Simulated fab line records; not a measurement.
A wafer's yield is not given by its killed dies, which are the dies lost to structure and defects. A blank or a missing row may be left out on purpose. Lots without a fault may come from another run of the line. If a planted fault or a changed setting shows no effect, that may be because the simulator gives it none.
Which tool is to blame?	flow nand_harc	11 lots, 33 wafers sampled, at 3 steps of a route of 1302

WHAT THE GAUGES SHOWED, per wafer
NHARC_P_CONTACT_CD_MEAS_12: target cd 90 nm.
lot	measured	on	cd_nm (nm)
L960	day 6 03:26	cd_sem-03	91.3 91.4 91.7
L961	day 6 11:08	cd_sem-01	89.5 89.7 88.8
L962	day 6 16:40	cd_sem-02	90.6 89.5 89.8
L964	day 7 13:06	cd_sem-01	89.0 89.7 89.2
L965	day 8 01:48	cd_sem-03	91.2 89.8 90.7
L971	day 10 16:05	cd_sem-02	79.6 80.1 79.3
L973	day 11 04:16	cd_sem-03	81.2 81.1 82.5
L976	day 12 15:00	cd_sem-02	89.8 88.7 91.4
L978	day 13 06:28	cd_sem-03	89.0 89.2 89.3
L979	day 13 18:04	cd_sem-01	90.5 90.2 91.5
L983	day 15 07:53	cd_sem-02	88.6 89.9 88.6

TOOL THAT RAN EACH LOT (tool first, then ch and the chambers of the sampled wafers, then the start)
lot	NHARC_P_GATE_RTA_64	NHARC_P_CONTACT_PEB_10
L960	rtp_anneal-01 ch 0, day 6 00:32	litho_track-04 ch 0, day 6 03:22
L961	rtp_anneal-01 ch 0, day 6 08:16	litho_track-06 ch 0, day 6 11:04
L962	rtp_anneal-01 ch 0, day 6 13:52	litho_track-06 ch 0, day 6 16:35
L964	rtp_anneal-01 ch 0, day 7 10:07	litho_track-06 ch 0, day 7 13:01
L965	rtp_anneal-01 ch 0, day 7 22:56	litho_track-04 ch 0, day 8 01:43
L971	rtp_anneal-02 ch 0, day 10 13:02	litho_track-04 ch 0, day 10 15:59
L973	rtp_anneal-01 ch 0, day 10 23:59	litho_track-04 ch 0, day 11 04:11
L976	rtp_anneal-01 ch 0, day 12 12:17	litho_track-01 ch 0, day 12 14:55
L978	rtp_anneal-01 ch 0, day 13 03:43	litho_track-01 ch 0, day 13 06:23
L979	rtp_anneal-02 ch 0, day 13 15:13	litho_track-01 ch 0, day 13 17:59
L983	rtp_anneal-02 ch 0, day 15 05:04	litho_track-06 ch 0, day 15 07:49
- NHARC_P_GATE_RTA_64: time 1 s.
- NHARC_P_CONTACT_PEB_10: peb time 65 s.

THE ANSWER, worked out from the rows above alone
Rule: the lots themselves supply what counts as usual. Put in order of their means at a reading, lots are off if they are a third of the lots or fewer, leave a main group of 4 or more, and stand apart from it by a gap of 3 or more times the standard deviation of the main group's means; of several such gaps the widest counts. A main group is skipped when, at the precision printed for the reading in the tables above, its means are all equal. A lot without any number at a reading at which 4 lots or more have one is off too. Any other lot the step has rows for is counted as sound.
Off, at NHARC_P_CONTACT_CD_MEAS_12 on cd_nm: L971, L973. For the main group the mean is 89.9 nm and the standard deviation 0.79.
If a tool, at a process step before that reading, ran all the lots that are off and no sound lot after the first of them, it fits. Gauges at NHARC_P_CONTACT_CD_MEAS_12: tried the same way as those tools. One candidate fits, namely litho_track-04 at NHARC_P_CONTACT_PEB_10. Its last sound lot is L965 (day 8 01:43), its first lot that is off L971 (day 10 15:59): a fault that began between those two fits.

WHAT THE SIMULATOR PUT IN
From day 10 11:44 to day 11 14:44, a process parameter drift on litho_track-04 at NHARC_P_CONTACT_PEB_10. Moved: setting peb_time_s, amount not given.
Shown lots that were struck: L971, L973. The rule above reached the same finding.
